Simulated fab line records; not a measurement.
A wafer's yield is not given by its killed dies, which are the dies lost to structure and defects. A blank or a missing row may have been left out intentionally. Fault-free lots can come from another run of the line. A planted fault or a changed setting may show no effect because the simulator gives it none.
Chamber matching :: flow n5 finfet :: N5_BEOL_M9_ILD_DEP_00 on pecvd-02: 3 sister chambers
The step deposits SiCOH lowk from DEMS/porogen, target thk 308.51 nm, time 58 s. 3 wafers are shown with their chamber, then 8 later ones without.

WAFERS WITH THEIR CHAMBER
wafer: L087.3
chamber: 1
throttle valve pct (%): 15.3

wafer: L087.4
chamber: 0
throttle valve pct (%): 13.3

wafer: L085.1
chamber: 2
throttle valve pct (%): 13.6

WAFERS MISSING THEIR CHAMBER
wafer: L085.2
throttle valve pct (%): 13.3

wafer: L085.5
throttle valve pct (%): 15.2

wafer: L091.2
throttle valve pct (%): 13.7

wafer: L091.4
throttle valve pct (%): 13.4

wafer: L091.5
throttle valve pct (%): 13.4

wafer: L095.2
throttle valve pct (%): 15.0

wafer: L095.3
throttle valve pct (%): 13.8

wafer: L095.5
throttle valve pct (%): 15.3

CHAMBER TAKEN BY EACH
wafer: L085.2
from the rows above: 0
in truth: 0

wafer: L085.5
from the rows above: 1
in truth: 1

wafer: L091.2
from the rows above: 2
in truth: 2

wafer: L091.4
from the rows above: can't be placed: 0 or 2
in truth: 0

wafer: L091.5
from the rows above: can't be placed: 0 or 2
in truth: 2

wafer: L095.2
from the rows above: 1
in truth: 1

wafer: L095.3
from the rows above: 2
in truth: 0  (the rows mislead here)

wafer: L095.5
from the rows above: 1
in truth: 1
Correct placement for 5 of the 8. Can't be placed from these rows: 2 (the true chamber is among the candidates in 2). 1 placed wrongly.
How it was worked out, from the rows above alone: a wafer's distance from a chamber is the root of the sum, over the readings, of the square of ((its reading less the chamber's mean) divided by the reading's scatter). If the next closest chamber is less than 2 further off than the closest, the wafer can't be placed; otherwise it belongs to the closest. The mean given for a chamber averages the wafers shown for that chamber. The scatter: root of mean squared gap, hidden wafer to nearest shown wafer, with one shown wafer a chamber.
